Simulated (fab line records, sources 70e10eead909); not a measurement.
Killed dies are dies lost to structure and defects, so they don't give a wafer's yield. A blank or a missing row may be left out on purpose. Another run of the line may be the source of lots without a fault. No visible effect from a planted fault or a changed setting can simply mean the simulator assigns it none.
Matching of chambers | flow nand_harc | NHARC_A_BONDPAD_CMP_29 on cmp-03: 4 sister chambers
The step polishes SiCN, target thk 200 nm. 8 wafers are shown with their chamber, then 10 later ones without.

## WAFERS, EACH WITH ITS CHAMBER
wafer  | chamber | motor_current_A (A)
L081.5 | 0       | 12.5
L084.1 | 0       | 12.7
L089.2 | 1       | 12.0
L090.2 | 3       | 13.7
L090.4 | 1       | 11.9
L090.5 | 2       | 11.8
L092.1 | 3       | 13.7
L092.3 | 2       | 12.1

## WAFERS WHOSE CHAMBER IS MISSING
wafer  | motor_current_A (A)
L092.5 | 11.8
L094.1 | 13.7
L094.2 | 13.0
L094.5 | 12.1
L096.1 | 12.3
L096.2 | 13.6
L096.3 | 12.9
L097.2 | 13.8
L097.4 | 11.9
L097.6 | 14.6

## CHAMBER TAKEN BY EACH
wafer  | from the rows above          | in truth
L092.5 | can't be placed: 1 or 2      | 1
L094.1 | 3                            | 3
L094.2 | 0                            | 0
L094.5 | can't be placed: 1 or 2      | 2
L096.1 | can't be placed: 0 or 1 or 2 | 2
L096.2 | 3                            | 3
L096.3 | 0                            | 0
L097.2 | 3                            | 3
L097.4 | can't be placed: 1 or 2      | 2
L097.6 | 3                            | 3
Placed correctly: 6 of 10. Not placeable from these rows: 4 (in 4, the candidates include the true chamber). 0 placed wrongly.
How it was worked out, from the rows above alone: a wafer's distance from a chamber is the root of the sum, over the readings, of the square of ((its reading less the chamber's mean) divided by the reading's scatter). The wafer belongs to the nearest chamber; if the next one is less than 2 further off, it can't be placed. A chamber's mean is the mean of its shown wafers. How the scatter is found: for the shown wafers, subtract from each reading the mean of its chamber, square and add these, divide the total by (wafers less chambers), then take the root.
